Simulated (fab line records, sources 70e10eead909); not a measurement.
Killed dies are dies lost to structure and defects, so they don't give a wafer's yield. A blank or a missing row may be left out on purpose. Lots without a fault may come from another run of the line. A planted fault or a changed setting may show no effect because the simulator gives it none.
A struck lot beside a sound one | flow nand_harc | 15 steps out of a route of 1302
Sound: wafers L667.2, L667.3, L667.5. Struck: wafers L675.1, L675.4, L675.5. The cause comes at the end.
At each step with rows: each side's tool, then ch and its chambers, then its first start. Under that, the readings that differ: sound wafers | struck wafers | difference of the means | sigmas: that difference in standard deviations of wafers without a fault.
alike: readings whose means differ by less than 2 such deviations, and words and numbers that are the same on both sides. not compared: withheld readings, readings that some wafer has no value for, bounds like >300 that may hide the same value, and numbers for which the record gives no deviation and whose values overlap.
The two part at a step that has a row with sigmas, a row that says differs or no value, or rows on one side only. Numbers that don't overlap but have no deviation are shown without sigmas and don't part them. A reading that every wafer of one side lacks parts them only if that side has two wafers or more.

NHARC_A_CHANNEL_HOLE_D1_ETCH_44: etches the open film in CF4/O2, target depth 140 nm, overetch 14 nm, time 77 s.
  sound on rie_diel-10 ch 0,1,3, day 9 15:26; struck on rie_diel-10 ch 1,3, day 12 20:04
  alike: drypump_motor_current_A, mfc_ar_sccm, oes_product_au, rf_vpp_V, showerhead_plenum_p_Torr, throttle_valve_pct
  not compared: rf_hours_counter_h
NHARC_A_CHANNEL_HOLE_D1_STRIP_27: strips in O2.
  sound on rie_diel-10 ch 0,1,3; struck on rie_diel-10 ch 0,1,3
  alike: drypump_motor_current_A, mfc_ar_sccm, oes_product_au, rf_vpp_V, showerhead_plenum_p_Torr, throttle_valve_pct
  not compared: rf_hours_counter_h
then, 2 steps without rows for these wafers: NHARC_A_CHANNEL_HOLE_D1_PRECLEAN_28 (cleans in SC1); NHARC_A_CHANNEL_HOLE_D1_SRD_29.
NHARC_A_CHANNEL_HOLE_D1_CD_MEAS_30:
  sound on cd_sem-03, day 9 16:13; struck on cd_sem-03, day 12 20:52
  alike: cd_nm
NHARC_A_CHANNEL_HOLE_D1_XSEM_31:
  sound on xsem-02 ch 0, day 9 16:19; struck on xsem-02 ch 0, day 12 20:57
  alike: bot_cd_nm, bow_nm, tilt_deg
NHARC_A_CHANNEL_HOLE_D1_INSPECT_40:
  sound on defect_inspect-02, day 9 16:24; struck on defect_inspect-02, day 12 21:03
  alike: raw_defect_count
then, 2 steps without rows for these wafers: NHARC_A_CHANNEL_FILL_D1_PRECLEAN_00 (cleans in SC1); NHARC_A_CHANNEL_FILL_D1_SRD_01.
NHARC_A_CHANNEL_FILL_D1_ALD_02: deposits SiO2, target thk 6 nm, pulse time 10 s, ald cycles 60.
  sound on ald_hk-02 ch 1,2, day 9 16:38; struck on ald_hk-01 ch 0,1,3, day 12 21:23
  alike: heater_power_w, precursor_pulse_height_rel, susceptor_temp_C
  not compared: since_wet_clean_h
then, 2 steps without rows for these wafers: NHARC_A_CHANNEL_FILL_D1_ALD_03 (deposits SiNx, target thk 6 nm, pulse time 60 s, ald cycles 58); NHARC_A_CHANNEL_FILL_D1_ALD_14 (deposits SiO2, target thk 2.5 nm, pulse time 10 s, ald cycles 25).
NHARC_A_CHANNEL_FILL_D1_ALD_15: deposits SiNx, target thk 2 nm, pulse time 60 s, ald cycles 19.
  sound on ald_sin_batch-02 ch 0, day 10 02:47; struck on ald_sin_batch-02 ch 0, day 13 08:41
  reading              | sound                | struck               | difference | sigmas
  susceptor_temp_C (C) | 629.87 630.19 630.05 | 657.79 657.45 657.82 | +27.65     | +99 or more
  alike: precursor_pulse_height_rel
NHARC_A_CHANNEL_FILL_D1_ALD_16: deposits SiO2, target thk 1.5 nm, pulse time 10 s, ald cycles 15.
  sound on ald_hk-04 ch 0,3, day 10 04:51; struck on ald_hk-02 ch 0,1,3, day 13 10:45
  alike: heater_power_w, precursor_pulse_height_rel, susceptor_temp_C
  not compared: since_wet_clean_h
NHARC_END_SORT_01:
  the record has rows for the sound wafers here (prober-02 ch 0, day 25 10:20) and none for the struck ones

WHERE THEY PART
First at NHARC_A_CHANNEL_FILL_D1_ALD_15; last, within this record, at NHARC_END_SORT_01.

WHY: what the simulator had put in
Process parameter drift: ald_sin_batch-02, from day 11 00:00 on, at NHARC_A_CHANNEL_FILL_D1_ALD_15. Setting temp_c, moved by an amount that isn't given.
